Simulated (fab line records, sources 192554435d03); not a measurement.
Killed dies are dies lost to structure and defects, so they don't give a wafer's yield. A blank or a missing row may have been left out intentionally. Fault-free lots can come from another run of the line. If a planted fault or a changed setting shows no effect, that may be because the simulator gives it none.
Split-lot experiment | flow n5-finfet | on a route of 1938 steps: 7 lots, 39 wafers read

== THE SPLIT ==
At N5_MOL_CONTACT_COAG_DESCUM_45 (chemistry O2, time 7 s), the setting time-s was moved away from the recipe's 7 s on 15 of the 39 wafers read, by -55.8% to +57.1%. This setting was run at the recipe's value on the other wafers.

Reading taken at the split's own step.

== THE READING ==
CAR-EUV_of_MOL_CONTACT_COAG_COAT_34.thk-nm (the simulator's own value, which no gauge read), in nm, at N5_MOL_CONTACT_COAG_DESCUM_45 (chemistry O2, time 7 s). There is no usual value for it anywhere in the file. Average 36.1 nm, standard deviation 0.094 nm, over the 24 wafers here run with the recipe.

wafer  | tool, chamber at the split | time-s as run, s | against the recipe | CAR-EUV_of_MOL_CONTACT_COAG_COAT_34.thk-nm, nm | against lot-mates on the recipe
L079.1 | rie-diel-05, 1,0,3         | 10.98            | +56.9%             | 34.2                                           | -1.9
L079.5 | rie-diel-05, 1,0,3         | 10.98            | +56.9%             | 34.2                                           | -1.9
L079.6 | rie-diel-05, 1,0,3         | 10.98            | +56.9%             | 34.2                                           | -1.9
L079.2 | rie-diel-05, 2             | 7                | recipe             | 36                                             | -
L079.3 | rie-diel-05, 0,3           | 7                | recipe             | 36.2                                           | -
L079.4 | rie-diel-05, 0,3           | 7                | recipe             | 36.2                                           | -
L081.1 | rie-diel-01, 0             | 7                | recipe             | 36.2                                           | -
L081.3 | rie-diel-01, 2,3           | 7                | recipe             | 36                                             | -
L081.6 | rie-diel-01, 2,3           | 7                | recipe             | 36                                             | -
L080.1 | rie-diel-05, 1,2,3         | 10.99            | +57.0%             | 34.2                                           | -1.9
L080.3 | rie-diel-05, 1,2,3         | 10.99            | +57.0%             | 34.2                                           | -1.9
L080.4 | rie-diel-05, 1,2,3         | 10.99            | +57.0%             | 34.2                                           | -1.9
L080.2 | rie-diel-05, 0             | 7                | recipe             | 36.2                                           | -
L080.5 | rie-diel-05, 2,3           | 7                | recipe             | 36                                             | -
L080.6 | rie-diel-05, 2,3           | 7                | recipe             | 36                                             | -
L085.1 | rie-diel-01, 1,2,0,3,0,1   | 7                | recipe             | 36.2                                           | -
L085.2 | rie-diel-01, 1,2,0,3,0,1   | 7                | recipe             | 36.2                                           | -
L085.3 | rie-diel-01, 1,2,0,3,0,1   | 7                | recipe             | 36.2                                           | -
L085.4 | rie-diel-01, 1,2,0,3,0,1   | 7                | recipe             | 36.2                                           | -
L085.5 | rie-diel-01, 1,2,0,3,0,1   | 7                | recipe             | 36.2                                           | -
L085.6 | rie-diel-01, 1,2,0,3,0,1   | 7                | recipe             | 36.2                                           | -
L092.1 | rie-diel-06, 0,1,1         | 11               | +57.1%             | 34.2                                           | -1.9
L092.4 | rie-diel-06, 0,1,1         | 11               | +57.1%             | 34.2                                           | -1.9
L092.5 | rie-diel-06, 0,1,1         | 11               | +57.1%             | 34.2                                           | -1.9
L092.2 | rie-diel-06, 3,2           | 7                | recipe             | 36                                             | -
L092.6 | rie-diel-06, 3,2           | 7                | recipe             | 36                                             | -
L092.3 | rie-diel-06, 2             | 7                | recipe             | 36.2                                           | -
L093.1 | rie-diel-05, 2,1           | 7                | recipe             | 36.2                                           | -
L093.2 | rie-diel-05, 2,1           | 7                | recipe             | 36.2                                           | -
L093.3 | rie-diel-05, 3             | 3.095            | -55.8%             | 38.2                                           | +2.1
L093.4 | rie-diel-05, 2,1           | 3.095            | -55.8%             | 38                                             | +1.9
L093.6 | rie-diel-05, 2,1           | 3.095            | -55.8%             | 38                                             | +1.9
L093.5 | rie-diel-05, 3             | 7                | recipe             | 36                                             | -
L095.1 | rie-diel-06, 2,0,1         | 7                | recipe             | 36.2                                           | -
L095.2 | rie-diel-06, 2,0,1         | 7                | recipe             | 36.2                                           | -
L095.5 | rie-diel-06, 2,0,1         | 7                | recipe             | 36.2                                           | -
L095.3 | rie-diel-06, 1,3,0         | 5.414            | -22.7%             | 37                                             | +0.8
L095.4 | rie-diel-06, 1,3,0         | 5.414            | -22.7%             | 37                                             | +0.8
L095.6 | rie-diel-06, 1,3,0         | 5.414            | -22.7%             | 37                                             | +0.8
Rows listing several chambers each stand for several wafers; the file does not say which wafer went through which chamber.

FIT RESULTS
A straight line over all 39 wafers: CAR-EUV_of_MOL_CONTACT_COAG_COAT_34.thk-nm changes by -0.0344 nm for each +1% of time-s; r = -1.00; the points scatter about the line by 0.084 nm.
The same after taking each lot's own level away (the mean of its wafers on the recipe; 39 wafers): -0.0337 nm for each +1%; r = -1.00; scatter 0.071 nm.
That fit puts the effect of the largest move of time-s on the reading at 1.9 nm.
The span of the lots' own levels, 36.07 to 36.20 nm, comes to 1.4 times the standard deviation stated above.
Consequently the slope shifts little with the lot-to-lot level, the two slopes agreeing.
Check: -1.91 nm against its lot-mates is what the line predicts for one of the wafers moved furthest among these (+57.1%) when that wafer is left out of the fit. Against them it came out at -1.87 nm.

== OTHER SPLITS APPLIED TO THESE WAFERS ==
Before the reading, these wafers also passed through other splits. Each is held against what the fit with the lots' levels taken away leaves over:
other split on the same wafers | wafers away from the commonest value | r with CAR-EUV_of_MOL_CONTACT_COAG_COAT_34.thk-nm (lot level and that fit taken away)
N5_FIN_SAQP_ALD_61 ald-cycles  | 15                                   | +0.02

== THE FILE'S OWN FIT ==
CAR-EUV_of_MOL_CONTACT_COAG_COAT_34.thk-nm changes by -0.0336 nm for each +1% of time-s, r = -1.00.
